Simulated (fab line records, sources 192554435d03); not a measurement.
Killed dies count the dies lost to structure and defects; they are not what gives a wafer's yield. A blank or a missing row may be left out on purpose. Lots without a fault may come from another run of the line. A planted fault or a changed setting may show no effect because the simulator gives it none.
Split-lot study ; flow n5-finfet ; 21 wafers read across 7 lots, on a route 1938 steps long

## SPLIT DETAILS
At N5_MOL_CONTACT_COAG_ALD_133 (deposits SiO2, target thk 5 nm, pulse time 1 s, co reactant pulse time 1 s), the setting ald-cycles was moved away from the recipe's 35 on 4 of the 21 wafers read, by -11.4% to +11.4%. The other wafers ran this setting at the recipe's value.

The reading is taken at the split's own step.

## THE READING
SiO2_of_MOL_CONTACT_COAG_ALD_133.thk-nm (the simulator's own value, which no gauge read), in nm, at N5_MOL_CONTACT_COAG_ALD_133 (deposits SiO2, target thk 5 nm, pulse time 1 s, co reactant pulse time 1 s). The file gives no usual value for it.

wafer;tool, chamber at the split;ald-cycles as run;against the recipe;SiO2_of_MOL_CONTACT_COAG_ALD_133.thk-nm, nm;against lot-mates on the recipe
L074.1;ald-sin-01, 3,0,2;35;recipe;5;-
L074.4;ald-sin-01, 3,0,2;35;recipe;5;-
L074.5;ald-sin-01, 3,0,2;35;recipe;5;-
L077.1;ald-sin-03, 0,3,1;35;recipe;5;-
L077.3;ald-sin-03, 0,3,1;35;recipe;5;-
L077.4;ald-sin-03, 0,3,1;35;recipe;5;-
L079.1;ald-sin-03, 1,3,0;35;recipe;5;-
L079.2;ald-sin-03, 1,3,0;35;recipe;5;-
L079.3;ald-sin-03, 1,3,0;35;recipe;5;-
L084.1;ald-sin-04, 0,3;35;recipe;5;-
L084.3;ald-sin-04, 0,3;35;recipe;5;-
L084.6;ald-sin-04, 3;33;-5.7%;4.8;-0.2
L085.2;ald-sin-04, 3;39;+11.4%;5.6;+0.6
L085.4;ald-sin-04, 2,3;35;recipe;5;-
L085.5;ald-sin-04, 2,3;35;recipe;5;-
L088.1;ald-sin-01, 1;35;recipe;5;-
L088.5;ald-sin-01, 1;35;recipe;5;-
L088.4;ald-sin-01, 0;31;-11.4%;4.4;-0.6
L096.1;ald-sin-03, 2,0;35;recipe;5;-
L096.6;ald-sin-03, 2,0;35;recipe;5;-
L096.3;ald-sin-03, 3;37;+5.7%;5.2;+0.2
Where a row lists several chambers, the file gives one row for several wafers and doesn't say which wafer went through which chamber.

THE FIT
A straight line over all 21 wafers: SiO2_of_MOL_CONTACT_COAG_ALD_133.thk-nm changes by +0.049 nm for each +1% of ald-cycles; r = +0.99; the points scatter about the line by 0.029 nm.
The same after taking each lot's own level away (the mean of its wafers on the recipe; 21 wafers): +0.049 nm for each +1%; r = +0.99; scatter 0.029 nm.
On that fit, the largest move of ald-cycles shifts the reading by 0.56 nm.
The lots' own levels span 5.00 to 5.00 nm.
So the lot-to-lot level changes the slope little: the two slopes agree.
Check: for one of the wafers moved furthest among these (+11.4%), held out of the fit, the line's prediction against its lot-mates is +0.528 nm. Against them it came out at +0.6 nm.

## OTHER SPLITS APPLIED TO THESE WAFERS
Note: prior to the reading, these wafers also went through further splits. Each is held against what the fit with the lots' levels taken away leaves over:
other split on the same wafers;wafers away from the commonest value;r with SiO2_of_MOL_CONTACT_COAG_ALD_133.thk-nm (lot level and that fit taken away)
N5_MOL_CONTACT_COAG_COAT_02 spin-rpm;11;+0.32
N5_MOL_CONTACT_COAG_ALD_27 ald-cycles;10;-0.39

## THE FILE'S OWN FIT
SiO2_of_MOL_CONTACT_COAG_ALD_133.thk-nm changes by +0.049 nm for each +1% of ald-cycles, r = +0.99.
